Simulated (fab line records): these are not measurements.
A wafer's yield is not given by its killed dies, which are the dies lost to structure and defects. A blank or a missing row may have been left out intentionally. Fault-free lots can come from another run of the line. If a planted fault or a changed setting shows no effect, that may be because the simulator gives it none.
Which tool was responsible? :: flow n5 finfet :: 72 wafers from 24 lots sampled at 4 of the route's 1938 steps

WHAT THE GAUGES READ, wafer by wafer
N5_BEOL_M5_CD_MEAS_18: pitch 56 nm, target cd 28 nm. Usual: cd nm at 27.7 nm, with a standard deviation of 0.42.
lot: L074
measured: day 9 00:21
on: cd sem-03
cd nm (nm): 27.8 28.2 28.4
flag: 

lot: L075
measured: day 9 03:23
on: cd sem-01
cd nm (nm): 27.1 27.3 27.3
flag: 

lot: L078
measured: day 9 06:07
on: cd sem-02
cd nm (nm): 28.0 27.5 27.0
flag: 

lot: L076
measured: day 9 06:17
on: cd sem-03
cd nm (nm): 28.1 27.5 27.9
flag: 

lot: L077
measured: day 9 12:49
on: cd sem-03
cd nm (nm): 28.2 27.9 28.1
flag: 

lot: L081
measured: day 9 20:41
on: cd sem-03
cd nm (nm): 27.4 27.5 27.9
flag: 

lot: L080
measured: day 9 20:43
on: cd sem-02
cd nm (nm): 27.9 27.5 27.6
flag: 

lot: L079
measured: day 10 04:03
on: cd sem-03
cd nm (nm): 27.2 28.3 27.6
flag: 

lot: L083
measured: day 10 06:10
on: cd sem-02
cd nm (nm): 27.9 28.0 27.0
flag: 

lot: L082
measured: day 10 07:20
on: cd sem-03
cd nm (nm): 27.6 27.4 27.5
flag: 

lot: L084
measured: day 11 02:28
on: cd sem-02
cd nm (nm): 27.5 27.7 27.7
flag: 

lot: L085
measured: day 11 05:36
on: cd sem-01
cd nm (nm): 27.9 27.8 27.8
flag: 

lot: L086
measured: day 11 13:56
on: cd sem-02
cd nm (nm): 27.6 28.1 27.9
flag: 

lot: L088
measured: day 11 17:25
on: cd sem-02
cd nm (nm): 27.1 28.2 28.0
flag: 

lot: L092
measured: day 12 08:35
on: cd sem-01
cd nm (nm): 27.6 27.8 27.7
flag: 

lot: L089
measured: day 12 08:43
on: cd sem-03
cd nm (nm): 27.1 26.7 26.7
flag: 

lot: L087
measured: day 12 09:19
on: cd sem-01
cd nm (nm): 27.8 27.7 28.0
flag: 

lot: L090
measured: day 12 17:02
on: cd sem-01
cd nm (nm): 27.8 28.1 27.6
flag: 

lot: L091
measured: day 12 17:29
on: cd sem-02
cd nm (nm): 28.2 28.1 27.6
flag: 

lot: L093
measured: day 12 22:31
on: cd sem-01
cd nm (nm): 27.5 27.8 28.0
flag: 

lot: L094
measured: day 13 00:02
on: cd sem-02
cd nm (nm): 27.7 27.7 27.9
flag: 

lot: L095
measured: day 14 05:34
on: cd sem-03
cd nm (nm): 27.9 27.4 27.7
flag: 

lot: L097
measured: day 14 14:18
on: cd sem-03
cd nm (nm): 28.1 27.8 28.4
flag: 

lot: L096
measured: day 15 08:26
on: cd sem-02
cd nm (nm): 28.1 28.6 28.1
flag: 

N5_BEOL_M5_INSPECT_30: inspects for defects (brightfield). Usual: raw defect count at 401, with a standard deviation of 100.
lot: L074
measured: day 9 01:44
on: defect inspect-02
raw defect count: 191 314 411
flag: 

lot: L075
measured: day 9 04:26
on: defect inspect-02
raw defect count: 229 319 265
flag: 

lot: L078
measured: day 9 07:30
on: defect inspect-02
raw defect count: 263 277 318
flag: 

lot: L076
measured: day 9 07:27
on: defect inspect-02
raw defect count: 380 366 468
flag: 

lot: L077
measured: day 9 15:02
on: defect inspect-01
raw defect count: 469 419 417
flag: 

lot: L081
measured: day 9 21:53
on: defect inspect-02
raw defect count: 575 352 358
flag: 

lot: L080
measured: day 9 21:56
on: defect inspect-01
raw defect count: 409 542 428
flag: 

lot: L079
measured: day 10 04:41
on: defect inspect-01
raw defect count: 247 294 353
flag: 

lot: L083
measured: day 10 07:31
on: defect inspect-01
raw defect count: 451 369 307
flag: 

lot: L082
measured: day 10 08:58
on: defect inspect-01
raw defect count: 376 363 351
flag: 

lot: L084
measured: day 11 03:04
on: defect inspect-02
raw defect count: 568 546 639
flag: 

lot: L085
measured: day 11 08:27
on: defect inspect-01
raw defect count: 437 273 313
flag: 

lot: L086
measured: day 11 15:33
on: defect inspect-02
raw defect count: 362 356 306
flag: 

lot: L088
measured: day 11 18:37
on: defect inspect-02
raw defect count: 359 414 409
flag: 

lot: L092
measured: day 12 09:07
on: defect inspect-02
raw defect count: 387 457 420
flag: 

lot: L089
measured: day 12 09:10
on: defect inspect-02
raw defect count: 555 521 450
flag: 

lot: L087
measured: day 12 09:59
on: defect inspect-02
raw defect count: 310 373 382
flag: 

lot: L090
measured: day 12 17:34
on: defect inspect-01
raw defect count: 383 419 538
flag: 

lot: L091
measured: day 12 17:56
on: defect inspect-01
raw defect count: 344 523 366
flag: 

lot: L093
measured: day 12 23:51
on: defect inspect-01
raw defect count: 354 442 344
flag: 

lot: L094
measured: day 13 00:32
on: defect inspect-01
raw defect count: 405 420 455
flag: 

lot: L095
measured: day 14 06:49
on: defect inspect-01
raw defect count: 441 263 390
flag: 

lot: L097
measured: day 14 14:42
on: defect inspect-02
raw defect count: 361 248 373
flag: 

lot: L096
measured: day 15 10:10
on: defect inspect-02
raw defect count: 382 357 430
flag: 

N5_BEOL_M5_CD_MEAS_35: target cd 28 nm, target cd y 24 nm. Usual: cd nm at 27.7 nm, with a standard deviation of 0.45.
lot: L074
measured: day 9 02:21
on: cd sem-03
cd nm (nm): 27.7 28.5 28.6
flag: 

lot: L075
measured: day 9 05:02
on: cd sem-01
cd nm (nm): 27.6 27.2 27.3
flag: 

lot: L078
measured: day 9 08:17
on: cd sem-01
cd nm (nm): 27.5 27.2 27.2
flag: 

lot: L076
measured: day 9 08:04
on: cd sem-03
cd nm (nm): 28.0 27.4 27.6
flag: 

lot: L077
measured: day 9 15:38
on: cd sem-02
cd nm (nm): 28.4 28.2 28.2
flag: 

lot: L081
measured: day 9 22:44
on: cd sem-02
cd nm (nm): 28.0 27.6 27.7
flag: 

lot: L080
measured: day 9 23:08
on: cd sem-02
cd nm (nm): 28.2 26.9 28.5
flag: 

lot: L079
measured: day 10 05:17
on: cd sem-02
cd nm (nm): 26.9 28.0 27.6
flag: 

lot: L083
measured: day 10 08:07
on: cd sem-03
cd nm (nm): 27.7 27.9 27.3
flag: 

lot: L082
measured: day 10 09:34
on: cd sem-02
cd nm (nm): 27.7 27.5 27.5
flag: 

lot: L084
measured: day 11 03:41
on: cd sem-03
cd nm (nm): 27.5 27.7 28.1
flag: 

lot: L085
measured: day 11 09:03
on: cd sem-01
cd nm (nm): 27.4 27.9 27.8
flag: 

lot: L086
measured: day 11 16:28
on: cd sem-01
cd nm (nm): 28.1 27.9 27.6
flag: 

lot: L088
measured: day 11 19:18
on: cd sem-02
cd nm (nm): 27.4 28.0 28.4
flag: 

lot: L092
measured: day 12 09:54
on: cd sem-01
cd nm (nm): 27.9 28.1 27.6
flag: 

lot: L089
measured: day 12 10:10
on: cd sem-03
cd nm (nm): 27.0 26.3 26.3
flag: 

lot: L087
measured: day 12 10:35
on: cd sem-01
cd nm (nm): 27.6 27.8 27.8
flag: 

lot: L090
measured: day 12 18:13
on: cd sem-03
cd nm (nm): 28.0 28.1 27.8
flag: 

lot: L091
measured: day 12 18:35
on: cd sem-03
cd nm (nm): 28.1 28.1 27.4
flag: 

lot: L093
measured: day 13 00:27
on: cd sem-03
cd nm (nm): 27.5 27.8 27.5
flag: 

lot: L094
measured: day 13 01:09
on: cd sem-02
cd nm (nm): 27.8 27.4 27.8
flag: 

lot: L095
measured: day 14 07:26
on: cd sem-01
cd nm (nm): 27.4 27.8 27.2
flag: 

lot: L097
measured: day 14 15:26
on: cd sem-01
cd nm (nm): 27.7 27.8 28.4
flag: 

lot: L096
measured: day 15 10:48
on: cd sem-03
cd nm (nm): 28.1 28.5 27.9
flag: 

WHAT TOOL EACH LOT RAN ON (gives the tool, then ch and the chambers of the sampled wafers, and finally the start)
lot: L074
N5_BEOL_M5_HM_OPEN_17: rie metal-03 ch 1, day 9 00:10

lot: L075
N5_BEOL_M5_HM_OPEN_17: rie metal-03 ch 0,1, day 9 03:12

lot: L078
N5_BEOL_M5_HM_OPEN_17: rie metal-03 ch 0,1, day 9 05:55

lot: L076
N5_BEOL_M5_HM_OPEN_17: rie metal-01 ch 0, day 9 06:01

lot: L077
N5_BEOL_M5_HM_OPEN_17: rie metal-03 ch 0,1, day 9 12:38

lot: L081
N5_BEOL_M5_HM_OPEN_17: rie metal-03 ch 0,1, day 9 20:31

lot: L080
N5_BEOL_M5_HM_OPEN_17: rie metal-02 ch 0,1, day 9 20:32

lot: L079
N5_BEOL_M5_HM_OPEN_17: rie metal-03 ch 0,1, day 10 03:54

lot: L083
N5_BEOL_M5_HM_OPEN_17: rie metal-01 ch 0, day 10 05:46

lot: L082
N5_BEOL_M5_HM_OPEN_17: rie metal-01 ch 0, day 10 07:01

lot: L084
N5_BEOL_M5_HM_OPEN_17: rie metal-02 ch 0,1, day 11 02:17

lot: L085
N5_BEOL_M5_HM_OPEN_17: rie metal-03 ch 0,1, day 11 05:25

lot: L086
N5_BEOL_M5_HM_OPEN_17: rie metal-02 ch 0,1, day 11 13:47

lot: L088
N5_BEOL_M5_HM_OPEN_17: rie metal-02 ch 0,1, day 11 17:10

lot: L092
N5_BEOL_M5_HM_OPEN_17: rie metal-02 ch 0, day 12 08:14

lot: L089
N5_BEOL_M5_HM_OPEN_17: rie metal-03 ch 0,1, day 12 08:34

lot: L087
N5_BEOL_M5_HM_OPEN_17: rie metal-01 ch 1, day 12 08:53

lot: L090
N5_BEOL_M5_HM_OPEN_17: rie metal-02 ch 0,1, day 12 16:52

lot: L091
N5_BEOL_M5_HM_OPEN_17: rie metal-03 ch 0,1, day 12 17:19

lot: L093
N5_BEOL_M5_HM_OPEN_17: rie metal-02 ch 0, day 12 22:10

lot: L094
N5_BEOL_M5_HM_OPEN_17: rie metal-01 ch 0,1, day 12 23:49

lot: L095
N5_BEOL_M5_HM_OPEN_17: rie metal-02 ch 0,1, day 14 05:23

lot: L097
N5_BEOL_M5_HM_OPEN_17: rie metal-01 ch 0,1, day 14 14:07

lot: L096
N5_BEOL_M5_HM_OPEN_17: rie metal-02 ch 0,1, day 15 08:16
- N5_BEOL_M5_HM_OPEN_17: chemistry Cl2/BCl3, target TiN, target depth 20 nm, overetch 6 nm.

AS READ BY THE TOOLS THEMSELVES (means over the sampled wafers that have a number; for cases with no such wafer, the mark the record gives instead)
N5_BEOL_M5_HM_OPEN_17. Usual: drypump motor current A 5.6 A, standard deviation 0.33; oes product au 0.68 a.u., standard deviation 0.086; throttle valve pct 21.99 %, standard deviation 0.19.
lot: L074
tool: rie metal-03
drypump motor current A (A): 5.6
oes product au (a.u.): 0.65
throttle valve pct (%): 22.00
flag: 

lot: L075
tool: rie metal-03
drypump motor current A (A): 5.7
oes product au (a.u.): 0.69
throttle valve pct (%): 21.96
flag: 

lot: L078
tool: rie metal-03
drypump motor current A (A): 5.6
oes product au (a.u.): 0.69
throttle valve pct (%): 21.96
flag: 

lot: L076
tool: rie metal-01
drypump motor current A (A): 5.0
oes product au (a.u.): 0.49
throttle valve pct (%): 22.46
flag: 

lot: L077
tool: rie metal-03
drypump motor current A (A): 5.6
oes product au (a.u.): 0.74
throttle valve pct (%): 21.92
flag: 

lot: L081
tool: rie metal-03
drypump motor current A (A): 5.7
oes product au (a.u.): 0.69
throttle valve pct (%): 21.97
flag: 

lot: L080
tool: rie metal-02
drypump motor current A (A): 5.7
oes product au (a.u.): 0.71
throttle valve pct (%): 21.90
flag: 

lot: L079
tool: rie metal-03
drypump motor current A (A): 5.6
oes product au (a.u.): 0.72
throttle valve pct (%): 21.93
flag: 

lot: L083
tool: rie metal-01
drypump motor current A (A): 5.0
oes product au (a.u.): 0.49
throttle valve pct (%): 22.47
flag: 

lot: L082
tool: rie metal-01
drypump motor current A (A): 5.0
oes product au (a.u.): 0.49
throttle valve pct (%): 22.46
flag: 

lot: L084
tool: rie metal-02
drypump motor current A (A): 5.9
oes product au (a.u.): 0.71
throttle valve pct (%): 21.96
flag: 

lot: L085
tool: rie metal-03
drypump motor current A (A): 5.6
oes product au (a.u.): 0.69
throttle valve pct (%): 21.96
flag: 

lot: L086
tool: rie metal-02
drypump motor current A (A): 5.7
oes product au (a.u.): 0.71
throttle valve pct (%): 21.89
flag: 

lot: L088
tool: rie metal-02
drypump motor current A (A): 5.7
oes product au (a.u.): 0.70
throttle valve pct (%): 21.90
flag: 

lot: L092
tool: rie metal-02
drypump motor current A (A): 6.1
oes product au (a.u.): 0.72
throttle valve pct (%): 22.02
flag: 

lot: L089
tool: rie metal-03
drypump motor current A (A): 5.6
oes product au (a.u.): 0.72
throttle valve pct (%): 21.95
flag: 

lot: L087
tool: rie metal-01
drypump motor current A (A): 5.4
oes product au (a.u.): 0.72
throttle valve pct (%): 21.78
flag: 

lot: L090
tool: rie metal-02
drypump motor current A (A): 5.7
oes product au (a.u.): 0.70
throttle valve pct (%): 21.91
flag: 

lot: L091
tool: rie metal-03
drypump motor current A (A): 5.6
oes product au (a.u.): 0.71
throttle valve pct (%): 21.93
flag: 

lot: L093
tool: rie metal-02
drypump motor current A (A): 6.1
oes product au (a.u.): 0.72
throttle valve pct (%): 22.02
flag: 

lot: L094
tool: rie metal-01
drypump motor current A (A): 5.1
oes product au (a.u.): 0.80
throttle valve pct (%): 21.80
flag: 

lot: L095
tool: rie metal-02
drypump motor current A (A): 5.7
oes product au (a.u.): 0.70
throttle valve pct (%): 21.91
flag: 

lot: L097
tool: rie metal-01
drypump motor current A (A): 5.3
oes product au (a.u.): 0.74
throttle valve pct (%): 21.81
flag: 

lot: L096
tool: rie metal-02
drypump motor current A (A): 5.9
oes product au (a.u.): 0.69
throttle valve pct (%): 21.98
flag: 

THE ANSWER, worked out from the rows above alone
Rule: lot off if the mean of its wafers having a number is beyond 3 standard deviations from the usual mean. A lot without any number at a reading at which 4 lots or more have one is off too. Any other lot the step has rows for is counted as sound. Order of review: gauges by route order, followed by the tools' own readings, for which a lot's mean as printed above is used. The first step at which some lot is off is used, and at that step the reading that is off furthest; a lot without a number counts as furthest.
Nothing can be told from this: no lot is off at any reading shown.

WHAT THE SIMULATOR HAD INSERTED
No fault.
